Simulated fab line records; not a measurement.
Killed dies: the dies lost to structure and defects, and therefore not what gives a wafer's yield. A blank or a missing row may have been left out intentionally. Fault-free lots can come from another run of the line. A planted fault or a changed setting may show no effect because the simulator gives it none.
Code-filled problem report in 8D (eight disciplines) form -- flow n5_finfet -- the parts of the form that need people (team, actions taken, sign-off) are left out

## 1. WHAT IS WRONG
Wafers without a fault read 37.9 nm, standard deviation 0.49; thk_nm at N5_FIN_SAQP_THK_MEAS_05 reads a mean of 32.1 nm on 6 wafers belonging to 2 lots. Relative to the usual mean, that is a shift of -12 standard deviations.
Seen first at day 3 02:40 on film_metro-02, wafer L171.2. At this step, 27 wafers from 9 lots have a number in the record. Rule for "out" (also "out of limits"): further than 4 standard deviations from the usual mean. The other wafers with a number count as sound.

## 2. WHAT THIS IS AND IS NOT
question,is,is not
which readings at this step,thk_nm,-
which lots,"L171, L176","L168, L169, L182, L183, L184, L187, L188"
which wafers of those lots,all that have a number,-
read on which gauges,"film_metro-01, film_metro-02",-
when,from day 3 02:40,"up to then (6 sound wafers); but 15 sound wafers of L182, L183, L184, L187, L188 came after"

## 3. SUSPECTS, AND WHAT RULES EACH OUT
Counting: a tool at any process step up to the reading remains a suspect when it ran all the lots that are out and ran no sound lot after the first of those.
- the gauge at N5_FIN_SAQP_THK_MEAS_05 has been ruled out. 2 gauges (film_metro-01, film_metro-02) read the wafers that are out.
- rtp_anneal-01 at N5_FIN_SAQP_DENSIFY_62 (time 60 s): ruled out as a lasting fault. Sound lots L184 ran on it after its first lot that is out, L171 (day 3 02:23).
- pecvd-04 at N5_FIN_SAQP_HM_DEP_03 (deposits SiNx from SiH4/NH3/N2, target thk 38 nm, time 33.6 s): kept. Every lot that is out went through it, starting with L171 (day 3 02:34), and after that it ran no sound lot; the last sound lot it ran before then is L169 (day 2 15:13).
Left after counting: pecvd-04 at N5_FIN_SAQP_HM_DEP_03.

## 4. THE CAUSE (what the simulator had put in)
Site profile drift: pecvd-04, from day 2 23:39 on, at N5_FIN_SAQP_HM_DEP_03. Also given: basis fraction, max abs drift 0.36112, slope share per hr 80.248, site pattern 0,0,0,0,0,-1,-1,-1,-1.
Counting left only this tool.

## 5. THE EFFECT CHAIN, in route order
Rows list readings where the struck wafers' mean (over those with a number) sits beyond 3 standard deviations from the usual. Readings are gone through only where the record gives a usual standard deviation; hours: the median, over the lots, of the time from a lot's start at the first step in this table giving one to that lot's start at this step; sigmas: the change measured in usual standard deviations.
hours,step,reading,usual,on struck wafers,change,sigmas
0,N5_FIN_SAQP_THK_MEAS_05,thk_nm,37.9 nm,32.1,-5.8,-12
258,N5_PASSIVATION_PROBE_49,defect_limited_yield,91.4 %,85.0,-6.4,-4.9
258,N5_PASSIVATION_PROBE_49,killed_at_front_end,37,106,+69,+7.0
258,N5_PASSIVATION_PROBE_49,killed_dies,101,176,+76,+5.0
258,N5_PASSIVATION_PROBE_49,killed_on_rim,13,73,+60,+15
258,N5_PASSIVATION_PROBE_49,sort_n_pass,1079,1004,-76,-5.0
258,N5_PASSIVATION_PROBE_49,sort_yield_pct,91.4 %,85.0,-6.4,-4.9
Process steps it contains:
- N5_PASSIVATION_PROBE_49
At these later measuring or inspecting steps, every struck wafer for which the step has a row has a number for every such reading, and none has moved that far: N5_BEOL_M4_RC_MEAS_101.

## 6. HOW IT WOULD HAVE BEEN CAUGHT EARLIER
The first out-of-limits reading at a measuring or inspecting step in this record came at day 3 02:40, 3 hours after the fault's start at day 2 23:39.
No tool reading at N5_FIN_SAQP_HM_DEP_03 that has a usual standard deviation in the record was out on any struck wafer, so an alarm limit of 4 standard deviations on those readings would not have fired.
Lots out: 2; of these, L176 started N5_FIN_SAQP_HM_DEP_03 on pecvd-04 after day 3 02:40. Putting the tool on hold at that point would have spared it.
